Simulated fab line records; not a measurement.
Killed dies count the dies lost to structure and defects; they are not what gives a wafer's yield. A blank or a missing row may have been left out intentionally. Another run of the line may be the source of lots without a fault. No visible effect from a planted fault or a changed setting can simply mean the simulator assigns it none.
Chamber matching :: flow n5Finfet :: N5_BEOL_M0_SAQP_MANDREL1_REMOVE_100 on rieSi-04 has 4 sister chambers
The step chemistry HBr/Cl2/O2, target a-Si, stops on SiNx, bt time 10 s. 14 wafers are shown with their chamber, then 6 later ones without.

EACH WAFER AND ITS CHAMBER
wafer: L820.1
chamber: 0
throttleValvePct (%): 36.50
drypumpMotorCurrentA (A): 6.5
oesProductAu (a.u.): 0.979

wafer: L820.4
chamber: 3
throttleValvePct (%): 37.23
drypumpMotorCurrentA (A): 5.4
oesProductAu (a.u.): 1.012

wafer: L820.5
chamber: 1
throttleValvePct (%): 36.67
drypumpMotorCurrentA (A): 5.6
oesProductAu (a.u.): 1.022

wafer: L823.2
chamber: 2
throttleValvePct (%): 36.62
drypumpMotorCurrentA (A): 5.6
oesProductAu (a.u.): 1.033

wafer: L823.3
chamber: 3
throttleValvePct (%): 37.23
drypumpMotorCurrentA (A): 5.4
oesProductAu (a.u.): 1.014

wafer: L823.5
chamber: 0
throttleValvePct (%): 36.48
drypumpMotorCurrentA (A): 6.4
oesProductAu (a.u.): 0.973

wafer: L824.3
chamber: 3
throttleValvePct (%): 37.23
drypumpMotorCurrentA (A): 5.4
oesProductAu (a.u.): 1.020

wafer: L824.4
chamber: 1
throttleValvePct (%): 36.67
drypumpMotorCurrentA (A): 5.7
oesProductAu (a.u.): 1.016

wafer: L824.6
chamber: 0
throttleValvePct (%): 36.52
drypumpMotorCurrentA (A): 6.4
oesProductAu (a.u.): 0.973

wafer: L825.4
chamber: 1
throttleValvePct (%): 36.67
drypumpMotorCurrentA (A): 5.7
oesProductAu (a.u.): 1.027

wafer: L825.5
chamber: 2
throttleValvePct (%): 36.62
drypumpMotorCurrentA (A): 5.6
oesProductAu (a.u.): 1.031

wafer: L825.6
chamber: 1
throttleValvePct (%): 36.66
drypumpMotorCurrentA (A): 5.7
oesProductAu (a.u.): 1.018

wafer: L832.1
chamber: 2
throttleValvePct (%): 36.63
drypumpMotorCurrentA (A): 5.6
oesProductAu (a.u.): 1.032

wafer: L832.3
chamber: 0
throttleValvePct (%): 36.50
drypumpMotorCurrentA (A): 6.4
oesProductAu (a.u.): 0.963

SIGNATURES, as means of the wafers listed above
reading: throttleValvePct
chamber 0: 36.5000
chamber 1: 36.6675
chamber 2: 36.6233
chamber 3: 37.2300
scatter within a chamber: 0.0097

reading: drypumpMotorCurrentA
chamber 0: 6.425
chamber 1: 5.675
chamber 2: 5.600
chamber 3: 5.400
scatter within a chamber: 0.0387

reading: oesProductAu
chamber 0: 0.97200
chamber 1: 1.02075
chamber 2: 1.03200
chamber 3: 1.01533
scatter within a chamber: 0.00489
Rule: a wafer lies at a distance from a chamber equal to the root of the sum of squares, over the readings, of (its reading less the chamber's mean, divided by the reading's scatter). The wafer belongs to the nearest chamber; if the next one is less than 2 further off, it can't be placed. The scatter is the square root of a quotient: the sum, over the shown wafers, of each reading's squared deviation from its chamber's mean, divided by wafers minus chambers.

WAFERS WHOSE CHAMBER IS MISSING
wafer: L832.5
throttleValvePct (%): 36.62
drypumpMotorCurrentA (A): 5.6
oesProductAu (a.u.): 1.027

wafer: L836.3
throttleValvePct (%): 36.60
drypumpMotorCurrentA (A): 5.6
oesProductAu (a.u.): 1.025

wafer: L836.5
throttleValvePct (%): 36.51
drypumpMotorCurrentA (A): 6.4
oesProductAu (a.u.): 0.976

wafer: L838.4
throttleValvePct (%): 36.67
drypumpMotorCurrentA (A): 5.7
oesProductAu (a.u.): 1.010

wafer: L838.5
throttleValvePct (%): 36.62
drypumpMotorCurrentA (A): 5.6
oesProductAu (a.u.): 1.025

wafer: L838.6
throttleValvePct (%): 36.51
drypumpMotorCurrentA (A): 6.4
oesProductAu (a.u.): 0.971

WHICH CHAMBER EACH ONE RAN IN
wafer: L832.5
from the rows above: 2
in truth: 2

wafer: L836.3
from the rows above: 2
in truth: 2

wafer: L836.5
from the rows above: 0
in truth: 0

wafer: L838.4
from the rows above: 1
in truth: 1

wafer: L838.5
from the rows above: 2
in truth: 2

wafer: L838.6
from the rows above: 0
in truth: 0
Placed correctly: 6 of 6. From these rows, 0 cannot be placed. Placed wrongly: 0.
